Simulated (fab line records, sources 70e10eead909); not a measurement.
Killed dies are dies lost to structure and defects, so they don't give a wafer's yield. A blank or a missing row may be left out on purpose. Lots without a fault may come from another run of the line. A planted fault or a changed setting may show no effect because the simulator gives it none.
Chamber matching | flow nand_harc | NHARC_A_CHANNEL_HOLE_D1_DESCUM_15 on rie_diel-02: 4 sister chambers
The step chemistry O2, time 3 s. 14 wafers are shown with their chamber, then 7 later ones without.

WAFERS WITH THEIR CHAMBER
wafer  | chamber | drypump_motor_current_A (A) | oes_product_au (a.u.) | rf_vpp_V (V)
L767.1 | 3       | 5.4                         | 0.979                 | 57.1
L767.3 | 1       | 5.5                         | 1.003                 | 57.7
L767.4 | 0       | 5.1                         | 1.016                 | 57.8
L774.2 | 0       | 5.1                         | 1.012                 | 57.4
L774.3 | 2       | 6.0                         | 0.984                 | 58.0
L774.5 | 1       | 5.5                         | 1.029                 | 57.7
L775.2 | 2       | 5.9                         | 0.990                 | 56.2
L775.3 | 1       | 5.5                         | 1.040                 | 58.8
L775.5 | 1       | 5.5                         | 1.027                 | 58.5
L776.3 | 1       | 5.6                         | 1.030                 | 57.9
L776.4 | 2       | 5.9                         | 0.982                 | 56.6
L776.5 | 2       | 5.9                         | 0.972                 | 56.3
L785.1 | 1       | 5.6                         | 1.021                 | 57.6
L785.3 | 3       | 5.4                         | 1.001                 | 56.9

SIGNATURES (means of the wafers above)
reading                 | chamber 0 | chamber 1 | chamber 2 | chamber 3 | scatter within a chamber
drypump_motor_current_A | 5.100     | 5.533     | 5.925     | 5.400     | 0.0456
oes_product_au          | 1.01400   | 1.02500   | 0.98200   | 0.99000   | 0.0109
rf_vpp_V                | 57.600    | 58.033    | 56.775    | 57.000    | 0.585
Rule: a wafer's distance from a chamber is the root of the sum, over the readings, of the square of ((its reading less the chamber's mean) divided by the reading's scatter). The wafer belongs to the nearest chamber; if the next one is less than 2 further off, it can't be placed. The scatter: the root of (the sum of the squares of (reading less its chamber's mean) over the shown wafers, divided by (wafers less chambers)).

WAFERS WITHOUT THEIR CHAMBER
wafer  | drypump_motor_current_A (A) | oes_product_au (a.u.) | rf_vpp_V (V)
L785.6 | 5.9                         | 0.980                 | 57.0
L786.1 | 5.4                         | 0.987                 | 58.4
L786.2 | 5.5                         | 1.012                 | 59.4
L786.3 | 5.1                         | 0.994                 | 58.6
L788.1 | 5.5                         | 1.010                 | 58.0
L788.2 | 5.9                         | 1.009                 | 57.3
L788.3 | 5.3                         | 1.002                 | 57.5

WHICH CHAMBER EACH WENT THROUGH
wafer  | from the rows above     | in truth
L785.6 | 2                       | 2
L786.1 | 3                       | 3
L786.2 | 1                       | 1
L786.3 | 0                       | 0
L788.1 | can't be placed: 1 or 3 | 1
L788.2 | 2                       | 2
L788.3 | can't be placed: 3 or 0 | 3
Placed correctly: 5 of 7. Can't be placed from these rows: 2 (the true chamber is among the candidates in 2). Placed wrongly: 0.
